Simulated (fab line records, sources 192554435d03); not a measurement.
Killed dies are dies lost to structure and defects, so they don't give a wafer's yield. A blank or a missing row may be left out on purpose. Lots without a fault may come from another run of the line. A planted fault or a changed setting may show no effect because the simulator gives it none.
Which tool did it? | flow n5_finfet | 11 lots, 31 wafers sampled, at 5 steps of a route of 1938

WHAT THE GAUGES READ, wafer by wafer
N5_BEOL_M6_THK_MEAS_01.
lot  | measured     | on            | M6_ILD_THK (nm)
L151 | day 9 07:19  | film_metro-01 | 156.9 152.9 156.3
L154 | day 10 00:31 | film_metro-01 | 153.6 152.0 155.4
L156 | day 10 09:16 | film_metro-01 | 156.7 155.6 155.6
L159 | day 11 05:49 | film_metro-02 | 154.9 155.4 158.0
L160 | day 11 10:59 | film_metro-01 | 153.4 153.0 154.4
L163 | day 12 02:44 | film_metro-02 | 154.6 154.9 154.2
L162 | day 12 11:59 | film_metro-01 | 153.4 165.1 156.9
L166 | day 13 05:46 | film_metro-01 | 154.3 162.3 157.9
L172 | day 15 09:30 | film_metro-02 | 155.1 153.8
L171 | day 15 09:44 | film_metro-02 | 154.8 152.4 157.0
L173 | day 15 13:07 | film_metro-02 | 153.4 153.8

WHICH TOOL RAN EACH LOT (tool, then ch and the chambers of the sampled wafers, then the start)
lot  | N5_BEOL_M5_ALD_86                   | N5_BEOL_M5_DEP_56               | N5_BEOL_M6_ILD_DEP_00           | N5_BEOL_M6_CURE_74
L151 | ald_metal-03 ch 0,1,3, day 9 00:26  | pecvd-04 ch 0,1,2, day 9 06:37  | pecvd-01 ch 0,1, day 9 06:44    | uv_cure-03 ch 1, day 9 06:49
L154 | ald_metal-02 ch 0,2,3, day 9 17:19  | pecvd-04 ch 0,2, day 9 23:32    | pecvd-01 ch 1,2, day 9 23:40    | uv_cure-03 ch 2, day 10 00:00
L156 | ald_metal-04 ch 0,3, day 10 02:03   | pecvd-03 ch 0,1, day 10 08:02   | pecvd-01 ch 0,2, day 10 08:11   | uv_cure-03 ch 0, day 10 08:55
L159 | ald_metal-04 ch 0,3, day 10 22:58   | pecvd-03 ch 0,1, day 11 04:58   | pecvd-03 ch 0,1, day 11 05:14   | uv_cure-02 ch 1, day 11 05:27
L160 | ald_metal-03 ch 0,2, day 11 03:45   | pecvd-02 ch 0,1, day 11 10:15   | pecvd-03 ch 0, day 11 10:23     | uv_cure-02 ch 1, day 11 10:33
L163 | ald_metal-02 ch 0,1,2, day 11 19:57 | pecvd-04 ch 0,1,2, day 12 02:02 | pecvd-03 ch 0,1,2, day 12 02:10 | uv_cure-02 ch 1, day 12 02:14
L162 | ald_metal-04 ch 0,1,2, day 12 04:53 | pecvd-02 ch 0,1,2, day 12 10:49 | pecvd-03 ch 0,1,2, day 12 10:56 | uv_cure-03 ch 2, day 12 11:19
L166 | ald_metal-02 ch 1,2,3, day 12 20:43 | pecvd-03 ch 0,1,2, day 13 03:08 | pecvd-03 ch 0,1, day 13 03:16   | uv_cure-03 ch 1, day 13 04:28
L172 | ald_metal-03 ch 0,2, day 15 02:03   | pecvd-02 ch 1,2, day 15 08:19   | pecvd-01 ch 0,1, day 15 08:26   | uv_cure-02 ch 2, day 15 08:31
L171 | ald_metal-03 ch 0,1,3, day 15 02:17 | pecvd-02 ch 0,1, day 15 09:02   | pecvd-01 ch 1,2, day 15 09:09   | uv_cure-01 ch 0, day 15 09:18
L173 | ald_metal-04 ch 1,2, day 15 06:04   | pecvd-03 ch 0,1, day 15 12:25   | pecvd-01 ch 1,2, day 15 12:33   | uv_cure-01 ch 1, day 15 12:41
- N5_BEOL_M5_ALD_86: deposits TaN, pulse time 2 s, purge time 3 s, co reactant purge time 2 s.
- N5_BEOL_M5_DEP_56: deposits SiCN from 3MS/NH3, target thk 8 nm, time 14 s.
- N5_BEOL_M6_ILD_DEP_00: deposits SiCOH lowk from DEMS/porogen, target thk 179.75 nm, time 33.4 s.
- N5_BEOL_M6_CURE_74: cures SiCOH lowk, time 240 s.

WHAT THE TOOLS THEMSELVES READ (means of the sampled wafers that have a number; where no wafer has one, the mark that the record gives instead)
N5_BEOL_M5_ALD_86.
lot  | tool         | heater_power_w (W)
L151 | ald_metal-03 | 400
L154 | ald_metal-02 | 433
L156 | ald_metal-04 | 410
L159 | ald_metal-04 | 410
L160 | ald_metal-03 | 396
L163 | ald_metal-02 | 433
L162 | ald_metal-04 | 435
L166 | ald_metal-02 | 396
L172 | ald_metal-03 | 400
L171 | ald_metal-03 | 405
L173 | ald_metal-04 | 431

N5_BEOL_M5_DEP_56.
lot  | tool     | showerhead_plenum_p_Torr (Torr) | throttle_valve_pct (%)
L151 | pecvd-04 | 3.667                           | 9.6
L154 | pecvd-04 | 3.663                           | 9.3
L156 | pecvd-03 | 3.670                           | 8.8
L159 | pecvd-03 | 3.673                           | 8.8
L160 | pecvd-02 | 3.668                           | 9.4
L163 | pecvd-04 | 3.660                           | 9.5
L162 | pecvd-02 | 3.665                           | 9.1
L166 | pecvd-03 | 3.684                           | 8.6
L172 | pecvd-02 | 3.673                           | 8.8
L171 | pecvd-02 | 3.673                           | 9.3
L173 | pecvd-03 | 3.680                           | 8.9

N5_BEOL_M6_ILD_DEP_00.
lot  | tool     | heater_power_w (W) | showerhead_plenum_p_Torr (Torr) | throttle_valve_pct (%)
L151 | pecvd-01 | 379                | 5.744                           | 13.9
L154 | pecvd-01 | 302                | 5.757                           | 13.9
L156 | pecvd-01 | 308                | 5.738                           | 13.9
L159 | pecvd-03 | 298                | 5.751                           | 13.6
L160 | pecvd-03 | 228                | 5.741                           | 13.7
L163 | pecvd-03 | 268                | 5.753                           | 13.1
L162 | pecvd-03 | 273                | 5.752                           | 13.2
L166 | pecvd-03 | 303                | 5.751                           | 13.7
L172 | pecvd-01 | 348                | 5.726                           | 14.1
L171 | pecvd-01 | 299                | 5.745                           | 14.0
L173 | pecvd-01 | 326                | 5.757                           | 14.1

N5_BEOL_M6_CURE_74.
lot  | tool       | lamp_power_pct (%) | wafer_temp_C_max
L151 | uv_cure-03 | 52.32              | 386.4
L154 | uv_cure-03 | 52.33              | 388.3
L156 | uv_cure-03 | 52.33              | 387.3
L159 | uv_cure-02 | 52.31              | 386.7
L160 | uv_cure-02 | 52.29              | 386.6
L163 | uv_cure-02 | 52.26              | 387.0
L162 | uv_cure-03 | 52.25              | 387.8
L166 | uv_cure-03 | 52.33              | 386.8
L172 | uv_cure-02 | 52.34              | 387.0
L171 | uv_cure-01 | 52.35              | 385.9
L173 | uv_cure-01 | 52.28              | 385.9

THE ANSWER, worked out from the rows above alone
Rule: what is usual is taken from the lots themselves. Put in order of their means at a reading, lots are off if they are a third of the lots or fewer, leave a main group of 4 or more, and stand apart from it by a gap of 3 or more times the standard deviation of the main group's means; of several such gaps the widest counts. A main group whose means are all the same, to the digits that the tables above print for the reading, isn't used. A lot without any number at a reading at which 4 lots or more have one is off too. The other lots that the step has rows for count as sound. The gauges are gone through in route order, then the tools' own readings, and for those a lot's mean is taken as printed above. The first step at which some lot is off is used, and at that step the reading that is off furthest; a lot without a number counts as furthest.
No lot is off at any reading shown: from this, nothing can be told.

WHAT THE SIMULATOR HAD PUT IN
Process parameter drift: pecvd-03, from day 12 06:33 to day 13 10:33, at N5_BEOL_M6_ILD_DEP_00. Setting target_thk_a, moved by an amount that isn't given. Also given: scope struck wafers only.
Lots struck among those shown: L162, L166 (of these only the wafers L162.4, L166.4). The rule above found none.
